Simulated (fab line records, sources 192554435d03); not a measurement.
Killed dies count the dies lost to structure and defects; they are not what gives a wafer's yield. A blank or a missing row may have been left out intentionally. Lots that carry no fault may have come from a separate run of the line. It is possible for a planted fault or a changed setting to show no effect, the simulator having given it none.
fab line records | flow n5_finfet | part 1 of 2: steps 1 to 23 of 32
[record] lots = 5 wafers = 15 last_day = 16
route steps=1938 shown BEOL_M8@1386 BEOL_M9@1401
lots that met no fault: taken from a fault-free run of the same line
start_h: the number of hours between the record's first day and the start of the first shown wafer of the lot | wait_h: hours since the lot's step before | " unchanged from the row above | L1.1+2: one row covering several wafers at once | - either no value or no given start | * or withheld: withheld | < > ~ a bound
route shown NAME@n: names a module that has steps shown in the file, with the first one's number in the route | usual: the fault-free wafers' mean and standard deviation | same: alike in all rows | chamber/n: place in a boat | sites: readings site by site | _std_site: standard deviation across them | _edge_site: inner sites' mean taken away from outer sites' mean | radius_mm: how far each site lies from the wafer's centre | mask NAME#n: copy n | behind: the tool/chamber that last shaped the wafer | hold: what put the lot on hold/how long, in hours/how the hold closed | device: the n, p or np transistor that did not switch | end of line: the tests these same wafers got at the end of their route | for a step that has no rows: nothing shown but its recipe | killed: the dies lost at the first sort to structure and to defects; this is not the yield of the wafer | map: a wafer's dies, x killed, . not, _ none there
set.NAME: the setting that was run; set.NAME@STEP: the one run at that earlier step | model.NAME: the simulator's own value behind a step, which no gauge read
a table for each step, a row for each wafer; lots at some steps of the route
services: a tool's chamber out of use, with start hour (start_h, from the record's first day; less than 0 if before it), hours out, and reason
[[steps]]
[step N5_BEOL_M8_CURE_75]
[recipe] temp_c = 370 time_s = 120 ambient = DMADMS/He material = SiCOH_lowk
[usual] lamp_power_pct = 52.31/0.057 wafer_temp_C_max = 371.8/0.59
// columns lot.wafer tool chamber start_h wait_h lamp_power_pct wafer_temp_C_max
L083.1 uv_cure-02 0 239.94 0.1 52.33 371.8
L083.3 " 0 " " 52.40 371.5
L083.5 " 0 " " 52.28 371.4
L088.1 uv_cure-03 1 280.57 0.0 52.33 372.9
L088.2 " 1 " " 52.28 372.1
L088.5 " 1 " " 52.24 373.0
L090.1 uv_cure-01 1 300.19 0.0 52.35 372.5
L090.3 " 1 " " 52.40 372.3
L090.4 " 1 " " 52.38 371.5
L091.2 uv_cure-02 2 315.60 0.1 52.31 371.2
L091.3 " 2 " " 52.25 372.2
L091.6 " 2 " " 52.28 371.4
L093.2 uv_cure-01 2 318.21 0.5 52.26 371.8
L093.5 " 2 " " 52.31 372.2
L093.6 " 2 " " 52.21 371.1
[step N5_BEOL_M8_DEGAS_44]
[recipe] ambient = vacuum temp_c = 250 time_s = 60
[usual] heater_power_w = 316/29
// columns lot.wafer tool chamber start_h wait_h heater_power_w
L083.1 pvd_sputter-03 - 240.31 0.3 304
L083.3 " - " " 319
L083.5 " - " " 350
L088.1 pvd_sputter-02 - 281.10 0.5 312
L088.2 " - " " 378
L088.5 " - " " 282
L090.1 pvd_sputter-03 - 300.63 0.4 343
L090.3 " - " " 325
L090.4 " - " " 308
L091.2 pvd_sputter-03 - 315.88 0.2 317
L091.3 " - " " 316
L091.6 " - " " 302
L093.2 pvd_sputter-03 - 318.56 0.3 343
L093.5 " - " " 302
L093.6 " - " " 343
[step N5_BEOL_M8_PRE_CLEAN_45]
[recipe] gas = H2/He time_s = 30 temp_c = 250
[usual] heater_power_w = 316/29
// columns lot.wafer tool chamber start_h wait_h heater_power_w
L083.1 pvd_sputter-03 - 240.35 0.0 303
L083.3 " - " " 328
L083.5 " - " " 350
L088.1 pvd_sputter-02 - 281.14 0.0 314
L088.2 " - " " 393
L088.5 " - " " 275
L090.1 pvd_sputter-03 - 300.67 0.0 341
L090.3 " - " " 324
L090.4 " - " " 307
L091.2 pvd_sputter-03 - 315.92 0.0 315
L091.3 " - " " 321
L091.6 " - " " 309
L093.2 pvd_sputter-03 - 318.60 0.0 346
L093.5 " - " " 307
L093.6 " - " " 356
[step N5_BEOL_M8_ALD_77]
[recipe] material = TaN target_thk_a = 20 temp_c = 275 ald_precursor_family = PDMAT ald_co_reactant = NH3 pressure_torr = 3 carrier_flow_sccm = 1500 pulse_time_s = 2 purge_time_s = 3 co_reactant_purge_time_s = 2 co_reactant_pulse_time_s = 3 ald_cycles = 40 precursor_vessel_temp_c = 75 precursor_vessel_pressure_torr = 26.25 precursor_vessel_carrier_sccm = 1000
[usual] heater_power_w = 402/32 precursor_vessel_temp_c = 75.00/0.12
// columns lot.wafer tool chamber start_h wait_h heater_power_w precursor_vessel_temp_c since_wet_clean_h
L083.1 ald_metal-01 1 240.41 0.0 316 74.86 1442
L083.3 " 3 " " 402 74.91 1442
L083.5 " 2 " " 410 75.08 -
L088.1 ald_metal-01 2 281.22 0.1 399 75.15 1483
L088.2 " 1 " " 318 75.11 1483
L088.5 " 1 " " 323 75.04 -
L090.1 ald_metal-04 3 300.75 0.1 382 74.92 6118
L090.3 " 2 " " 407 75.10 6118
L090.4 " 1 " " 375 74.96 6118
L091.2 ald_metal-01 3 315.98 0.0 392 75.07 1517
L091.3 " 1 " " 328 74.99 1517
L091.6 " 3 " " 390 75.10 -
L093.2 ald_metal-03 3 318.66 0.0 427 74.90 4597
L093.5 " 2 " " 411 74.99 -
L093.6 " 3 " " 443 75.06 -
[step N5_BEOL_M8_SURFACE_TREAT_79]
[recipe] gas = Ar time_s = * ion_energy_ev = * ion_current_ma_cm2 = 0.5 pressure_mtorr = * ar_flow_sccm = 30
[usual] throttle_valve_pct = *
// columns lot.wafer tool chamber start_h wait_h throttle_valve_pct
L083.1 pvd_sputter-01 - 241.62 1.1 *
L083.3 " - " " *
L083.5 " - " " *
L088.1 pvd_sputter-02 - 281.54 0.2 *
L088.2 " - " " *
L088.5 " - " " *
L090.1 pvd_sputter-03 - 301.07 0.2 *
L090.3 " - " " *
L090.4 " - " " *
L091.2 pvd_sputter-03 - 316.34 0.2 *
L091.3 " - " " *
L091.6 " - " " *
L093.2 pvd_sputter-03 - 319.20 0.4 *
L093.5 " - " " *
L093.6 " - " " *
[step N5_BEOL_M8_CVD_78]
[recipe] material = Co target_thk_a = 20 temp_c = withheld precursor = CCTBA/H2 pressure_torr = 30 time_s = 142.3
// columns lot.wafer tool chamber start_h wait_h since_wet_clean_h
L083.1 cvd_co-01 0 241.68 0.0 1002
L083.3 " 2 " " 542
L083.5 " 2 " " -
L088.1 cvd_co-01 2 281.60 0.0 582
L088.2 " 0 " " 1042
L088.5 " 1 " " -
L090.1 cvd_co-02 0 301.13 0.0 842
L090.3 " 2 " " 383
L090.4 " 1 " " -
L091.2 cvd_co-02 2 316.45 0.1 398
L091.3 " 0 " " 858
L091.6 " 1 " " -
L093.2 cvd_co-01 0 319.26 0.0 1079
L093.5 " 1 " " -
L093.6 " 2 " " -
[step N5_BEOL_M8_SPUTTER_48]
[recipe] material = Cu target_thk_a = 100 temp_c = -20 bias_v = 60 power_w = 26000 chamber_pressure_pa = 0.13 time_s = 1.667
[usual] throttle_valve_pct = 30.0/0.66
// columns lot.wafer tool chamber start_h wait_h throttle_valve_pct
L083.1 pvd_sputter-01 - 241.82 0.1 29.6
L083.3 " - " " 30.2
L083.5 " - " " 29.5
L088.1 pvd_sputter-03 - 281.77 0.1 29.5
L088.2 " - " " 29.1
L088.5 " - " " 29.6
L090.1 pvd_sputter-03 - 301.25 0.1 29.2
L090.3 " - " " 29.8
L090.4 " - " " 30.8
L091.2 pvd_sputter-03 - 316.60 0.1 29.7
L091.3 " - " " 31.1
L091.6 " - " " 31.1
L093.2 pvd_sputter-03 - 319.46 0.2 29.7
L093.5 " - " " 29.5
L093.6 " - " " 29.6
[step N5_BEOL_M8_ECD_50]
[recipe] material = Cu target_thk_a = 3000
// columns lot.wafer tool chamber start_h wait_h
L083.1+3+5 ecd_cu-02 1,1,0 241.94 0.1
L088.1+2+5 ecd_cu-01 1,0,0 281.88 0.1
L090.1+3+4 ecd_cu-02 0,0,1 301.37 0.1
L091.2+3+6 ecd_cu-02 1,0,1 316.71 0.1
L093.2+5+6 ecd_cu-01 0,1,0 319.59 0.1
[step N5_BEOL_M8_ANNEAL_51]
[recipe] temp_c = 225 time_s = 90 ambient = N2
[usual] wafer_temp_C_max = 226.16/0.25
// columns lot.wafer tool chamber start_h wait_h wafer_temp_C_max
L083.1 rtp_anneal-02 0 242.03 0.1 226.60
L083.3 " 0 " " 226.44
L083.5 " 0 " " 225.90
L088.1 rtp_anneal-01 0 282.27 0.4 225.77
L088.2 " 0 " " 226.19
L088.5 " 0 " " 226.48
L090.1 rtp_anneal-02 0 301.46 0.1 226.10
L090.3 " 0 " " 226.25
L090.4 " 0 " " 226.20
L091.2 rtp_anneal-01 0 316.88 0.1 226.44
L091.3 " 0 " " 225.78
L091.6 " 0 " " 226.16
L093.2 rtp_anneal-02 0 319.73 0.1 226.50
L093.5 " 0 " " 226.19
L093.6 " 0 " " 226.29
[step N5_BEOL_M8_CMP_52]
[recipe] stop_on = SiCOH_lowk t_overpolish_s = 6.9 down_force_psi = 1 platen_rpm = 50 clearing_platen_down_force_psi = 1.5 clearing_platen_rpm = 50 post_cmp_clean = cu_alkaline target_thk_nm = 80 clearing_platen_pad_velocity_m_s = 0.99484 pad_velocity_m_s = 0.99484
[usual] barrier_field_endpoint_s = 28.8/0.69 edge_zone_pressure_frac = 1.000/0.0051 motor_current_A = 6.2/0.64 overpolish_run_s = 6.899/0.0086 slurry_flow_ml_min = 150.0/0.49 time_to_endpoint_s = 62.7/3
// columns lot.wafer tool chamber start_h wait_h barrier_field_endpoint_s edge_zone_pressure_frac motor_current_A overpolish_run_s slurry_flow_ml_min time_to_endpoint_s
L083.1 cmp-01 1 242.37 0.3 27.6 0.999 6.0 6.906 150.4 60.9
L083.3 " 2 " " 29.9 1.000 5.1 6.901 150.1 66.4
L083.5 " 1 " " 29.4 0.997 6.1 6.896 150.4 63.0
L088.1 cmp-03 3 282.56 0.3 28.9 0.993 5.9 6.882 149.7 62.8
L088.2 " 1 " " 28.6 1.000 6.2 6.901 148.9 61.8
L088.5 " 0 " " 29.5 1.007 6.7 6.891 150.9 63.8
L090.4 cmp-04 1 301.79 0.2 30.2 0.998 5.6 6.892 149.3 66.8
L090.1 " 2 " " 28.0 0.992 6.5 6.906 150.0 59.0
L090.3 " 3 " " 28.0 0.989 5.5 6.901 149.6 61.6
L091.3 cmp-01 3 317.14 0.2 27.8 1.000 7.9 6.907 149.6 61.7
L091.2 " 2 " " 29.2 1.009 5.4 6.896 150.0 66.7
L091.6 " 0 " " 29.0 0.996 5.9 6.894 149.8 63.0
L093.2 cmp-03 1 320.09 0.3 28.2 1.003 6.0 6.890 150.5 62.8
L093.6 " 2 " " 29.9 0.992 6.9 6.918 149.8 66.5
L093.5 " 3 " " 28.3 1.004 5.8 6.901 150.0 62.1
[step N5_BEOL_M8_THK_MEAS_53]
[recipe] thk_meas_gauge = xrf reads = Cu_of_BEOL_M8_ECD_50
[usual] M8_THK = 79.7/2.2
// columns lot.wafer tool chamber start_h wait_h M8_THK[nm]
L083.1 film_metro-02 - 242.62 - 80.6
L083.3 " - " " 79.6
L083.5 " - " " 78.5
L088.1 film_metro-01 - 282.86 - 79.8
L088.2 " - " " 81.8
L088.5 " - " " 83.1
L090.1 film_metro-02 - 302.05 - 78.0
L090.3 " - " " 79.9
L090.4 " - " " 81.1
L091.2 film_metro-01 - 317.43 - 80.8
L091.3 " - " " 79.7
L091.6 " - " " 80.8
L093.2 film_metro-01 - 320.28 - 82.7
L093.5 " - " " 83.8
L093.6 " - " " 84.2
[step N5_BEOL_M8_PRE_CLEAN_55]
[recipe] gas = NH3 time_s = 15 temp_c = withheld rf_power_w = 300
// columns lot.wafer tool chamber start_h wait_h since_wet_clean_h
L083.1 pecvd-02 1 242.66 0.0 1853
L083.3 " 2 " " 374
L083.5 " 1 " " -
L088.1 pecvd-02 1 282.90 0.0 1893
L088.2 " 0 " " 1168
L088.5 " 0 " " -
L090.1 pecvd-03 0 302.09 0.0 1368
L090.3 " 2 " " 614
L090.4 " 0 " " -
L091.2 pecvd-01 1 317.47 0.0 1746
L091.3 " 0 " " 1021
L091.6 " 2 " " -
L093.2 pecvd-02 0 320.31 0.0 1205
L093.5 " 2 " " -
L093.6 " 1 " " -
[step N5_BEOL_M8_DEP_56]
[recipe] material = SiCN target_thk_a = 100 temp_c = withheld precursor = 3MS/NH3 pressure_torr = 3 rf_w = 202 time_s = 17.5
[usual] showerhead_plenum_p_Torr = 3.666/0.011 throttle_valve_pct = 9.2/0.48
// columns lot.wafer tool chamber start_h wait_h showerhead_plenum_p_Torr since_wet_clean_h throttle_valve_pct
L083.1 pecvd-02 1 242.69 0.0 3.677 1853 9.4
L083.3 " 2 " " 3.654 374 8.7
L083.5 " 1 " " 3.668 - 9.3
L088.1 pecvd-02 1 282.92 0.0 3.673 1893 9.4
L088.2 " 0 " " 3.660 1168 9.2
L088.5 " 0 " " 3.665 - 9.4
L090.1 pecvd-03 0 302.11 0.0 3.688 1368 9.7
L090.3 " 2 " " 3.661 614 8.9
L090.4 " 0 " " 3.701 - 9.7
L091.2 pecvd-01 1 317.49 0.0 3.671 1746 10.1
L091.3 " 0 " " 3.667 1021 9.1
L091.6 " 2 " " 3.656 - 8.2
L093.2 pecvd-02 0 320.34 0.0 3.666 1205 9.5
L093.5 " 2 " " 3.647 - 8.8
L093.6 " 1 " " 3.672 - 9.3
[step N5_BEOL_M8_RS_MEAS_57]
[recipe] thk_meas_gauge = four-point-probe reads = Cu_of_BEOL_M8_ECD_50+Co_of_BEOL_M8_CVD_78+TaN_of_BEOL_M8_ALD_77
[usual] M8_RS = 0.283/0.0087
// columns lot.wafer tool chamber start_h wait_h M8_RS[ohm/sq]
L083.1 film_metro-02 - 242.75 0.1 0.277
L083.3 " - " " 0.282
L083.5 " - " " 0.287
L088.1 film_metro-02 - 282.99 0.1 0.280
L088.2 " - " " 0.273
L088.5 " - " " 0.268
L090.1 film_metro-02 - 302.18 0.1 0.291
L090.3 " - " " 0.285
L090.4 " - " " 0.278
L091.2 film_metro-02 - 317.56 0.1 0.280
L091.3 " - " " 0.283
L091.6 " - " " 0.279
L093.2 film_metro-01 - 320.41 0.1 0.274
L093.5 " - " " 0.270
L093.6 " - " " 0.268
[step N5_BEOL_M8_INSPECT_58]
[recipe] inspect_instrument = darkfield mode = post_dep
[usual] raw_defect_count = 64/23
// columns lot.wafer tool chamber start_h wait_h raw_defect_count
L083.1 defect_inspect-02 - 242.78 0.0 56
L083.3 " - " " 60
L083.5 " - " " 54
L088.1 defect_inspect-02 - 283.02 0.0 77
L088.2 " - " " 41
L088.5 " - " " 66
L090.1 defect_inspect-01 - 302.21 0.0 55
L090.3 " - " " 82
L090.4 " - " " 33
L091.2 defect_inspect-02 - 317.59 0.0 35
L091.3 " - " " 67
L091.6 " - " " 64
L093.2 defect_inspect-02 - 320.43 0.0 79
L093.5 " - " " 62
L093.6 " - " " 60
[step N5_BEOL_M9_ILD_DEP_00]
[recipe] material = SiCOH_lowk target_thk_a = 3085.1 temp_c = 300 precursor = DEMS/porogen pressure_torr = 5 rf_w = 500 time_s = 58
[usual] heater_power_w = 313/29 showerhead_plenum_p_Torr = 5.740/0.014 throttle_valve_pct = 14.3/1.1
// columns lot.wafer tool chamber start_h wait_h heater_power_w showerhead_plenum_p_Torr since_wet_clean_h throttle_valve_pct
L083.1 pecvd-04 1 242.82 0.0 363 5.740 1490 16.2
L083.3 " 0 " " 307 5.736 765 14.0
L083.5 " 2 " " 313 5.729 - 12.2
L088.1 pecvd-03 2 283.05 0.0 309 5.740 595 13.5
L088.2 " 0 " " 351 5.767 1349 14.9
L088.5 " 1 " " 334 5.735 - 14.9
L090.1 pecvd-01 1 302.24 0.0 310 5.718 1731 15.1
L090.3 " 1 " " 324 5.743 - 15.4
L090.4 " 1 " " 345 5.742 - 15.3
L091.2 pecvd-01 0 317.63 0.0 307 5.742 1022 14.0
L091.3 " 2 " " 273 5.748 268 12.8
L091.6 " 1 " " 339 5.727 - 15.3
L093.2 pecvd-03 2 320.47 0.0 314 5.745 633 13.7
L093.5 " 0 " " 353 5.777 - 14.3
L093.6 " 2 " " 322 5.748 - 13.7
[step N5_BEOL_M9_CURE_71]
[recipe] temp_c = 385 time_s = 240 ambient = He/Ar material = SiCOH_lowk
[usual] lamp_power_pct = 52.31/0.049 wafer_temp_C_max = 386.9/0.59
// columns lot.wafer tool chamber start_h wait_h lamp_power_pct wafer_temp_C_max
L083.1 uv_cure-01 1 242.90 0.0 52.24 387.5
L083.3 " 1 " " 52.25 387.2
L083.5 " 1 " " 52.36 387.3
L088.1 uv_cure-01 1 283.33 0.2 52.35 387.0
L088.2 " 1 " " 52.36 387.2
L088.5 " 1 " " 52.32 387.5
L090.1 uv_cure-01 2 302.44 0.2 52.32 386.6
L090.3 " 2 " " 52.30 387.2
L090.4 " 2 " " 52.38 386.6
L091.2 uv_cure-02 2 317.78 0.1 52.31 386.8
L091.3 " 2 " " 52.26 386.8
L091.6 " 2 " " 52.31 386.9
L093.2 uv_cure-02 0 320.63 0.1 52.31 386.1
L093.5 " 0 " " 52.32 387.0
L093.6 " 0 " " 52.34 386.6
[step N5_BEOL_M9_THK_MEAS_01]
[recipe] reads = SiCOH_lowk_of_BEOL_M9_ILD_DEP_00
[usual] M9_ILD_THK = 269/3.7
// columns lot.wafer tool chamber start_h wait_h M9_ILD_THK[nm]
L083.1 film_metro-02 - 243.41 0.4 269
L083.3 " - " " 272
L083.5 " - " " 273
L088.1 film_metro-01 - 283.84 0.4 261
L088.2 " - " " 269
L088.5 " - " " 270
L090.1 film_metro-02 - 302.95 0.4 266
L090.3 " - " " 267
L090.4 " - " " 269
L091.2 film_metro-02 - 318.22 0.4 268
L091.3 " - " " 267
L091.6 " - " " 272
L093.2 film_metro-01 - 321.06 0.4 262
L093.5 " - " " 269
L093.6 " - " " 264
[step N5_BEOL_M9_PECVD_70]
[recipe] material = SiO2 target_thk_a = 200 temp_c = 400 precursor = TEOS/O2 pressure_torr = 5.5 rf_w = 450 teos_flow_sccm = 53.8 gas = O2 flow_sccm = 3000 time_s = 22.7
[usual] heater_power_w = 731/62 showerhead_plenum_p_Torr = 8.81/0.057 throttle_valve_pct = 23.1/1.6
// columns lot.wafer tool chamber start_h wait_h heater_power_w showerhead_plenum_p_Torr since_wet_clean_h throttle_valve_pct
L083.1 pecvd-03 2 243.45 0.0 632 8.81 556 21.9
L083.3 " 0 " " 837 8.91 1310 23.7
L083.5 " 0 " " 688 8.90 - 24.0
L088.1 pecvd-04 0 283.88 0.0 713 8.75 807 22.3
L088.2 " 2 " " 724 8.76 53 20.0
L088.5 " 1 " " 765 8.79 - 25.8
L090.1 pecvd-03 1 302.99 0.0 771 8.81 2094 24.2
L090.3 " 0 " " 838 8.93 1369 24.0
L090.4 " 1 " " 738 8.82 - 23.8
L091.2 pecvd-03 0 318.25 0.0 716 8.92 1385 23.9
L091.3 " 1 " " 770 8.82 2110 23.6
L091.6 " 0 " " 735 8.92 - 23.9
L093.2 pecvd-03 2 321.10 0.0 743 8.77 633 22.3
L093.5 " 2 " " 735 8.81 - 22.1
L093.6 " 1 " " 795 8.79 - 23.7
[step N5_BEOL_M9_HM_DEP_02]
[recipe] material = TiN target_thk_a = 200 temp_c = 25 chamber_pressure_pa = 0.49996
[usual] throttle_valve_pct = 30.1/0.72
// columns lot.wafer tool chamber start_h wait_h throttle_valve_pct
L083.1 pvd_sputter-02 - 245.38 1.9 29.4
L083.3 " - " " 30.8
L083.5 " - " " 28.7
L088.1 pvd_sputter-02 - 284.93 1.0 30.7
L088.2 " - " " 29.1
L088.5 " - " " 29.2
L090.1 pvd_sputter-01 - 303.05 0.0 30.4
L090.3 " - " " 29.4
L090.4 " - " " 30.4
L091.2 pvd_sputter-03 - 318.32 0.0 31.0
L091.3 " - " " 29.5
L091.6 " - " " 30.6
L093.2 pvd_sputter-01 - 321.17 0.1 30.0
L093.5 " - " " 29.7
L093.6 " - " " 30.0
[step N5_BEOL_M9_COAT_59]
[recipe] resist = SOC temp_c = 250 time_s = 60 spin_rpm = 1500 resist_thk_nm = 100
[usual] chill_plate_temp_C = 22.99/0.11
// columns lot.wafer tool chamber start_h wait_h chill_plate_temp_C
L083.1 litho_track-02 0 245.50 0.1 23.22
L083.3 " 0 " " 23.07
L083.5 " 0 " " 23.05
L088.1 litho_track-02 0 285.06 0.1 23.06
L088.2 " 0 " " 23.02
L088.5 " 0 " " 22.97
L090.1 litho_track-05 0 303.17 0.1 22.98
L090.3 " 0 " " 22.95
L090.4 " 0 " " 22.89
L091.2 litho_track-05 0 318.44 0.1 22.90
L091.3 " 0 " " 23.11
L091.6 " 0 " " 22.80
L093.2 litho_track-02 0 321.30 0.1 23.00
L093.5 " 0 " " 23.02
L093.6 " 0 " " 23.13
[step N5_BEOL_M9_COAT_60]
[recipe] resist = SiARC temp_c = 220 time_s = 60 spin_rpm = 1500 resist_thk_nm = 30
[usual] chill_plate_temp_C = 22.99/0.11
// columns lot.wafer tool chamber start_h wait_h chill_plate_temp_C
L083.1 litho_track-02 0 - - 22.88
L083.3 " 0 " " 22.84
L083.5 " 0 " " 23.03
L088.1 litho_track-02 0 - - 22.94
L088.2 " 0 " " 22.99
L088.5 " 0 " " 22.96
L090.1 litho_track-05 0 - - 23.04
L090.3 " 0 " " 23.14
L090.4 " 0 " " 22.99
L091.2 litho_track-05 0 - - 23.06
L091.3 " 0 " " 23.05
L091.6 " 0 " " 23.04
L093.2 litho_track-02 0 - - 22.98
L093.5 " 0 " " 22.81
L093.6 " 0 " " 22.95
[step N5_BEOL_M9_COAT_05]
[recipe] resist = CAR-ArF spin_rpm = 1500 resist_thk_nm = 90
[usual] chill_plate_temp_C = 23.03/0.098
// columns lot.wafer tool chamber start_h wait_h chill_plate_temp_C
L083.1 litho_track-02 0 - - 22.91
L083.3 " 0 " " 22.93
L083.5 " 0 " " 23.00
L088.1 litho_track-02 0 - - 23.15
L088.2 " 0 " " 23.20
L088.5 " 0 " " 23.10
L090.1 litho_track-05 0 - - 23.09
L090.3 " 0 " " 22.94
L090.4 " 0 " " 23.08
L091.2 litho_track-05 0 - - 22.95
L091.3 " 0 " " 22.95
L091.6 " 0 " " 22.96
L093.2 litho_track-02 0 - - 23.15
L093.5 " 0 " " 23.09
L093.6 " 0 " " 23.07
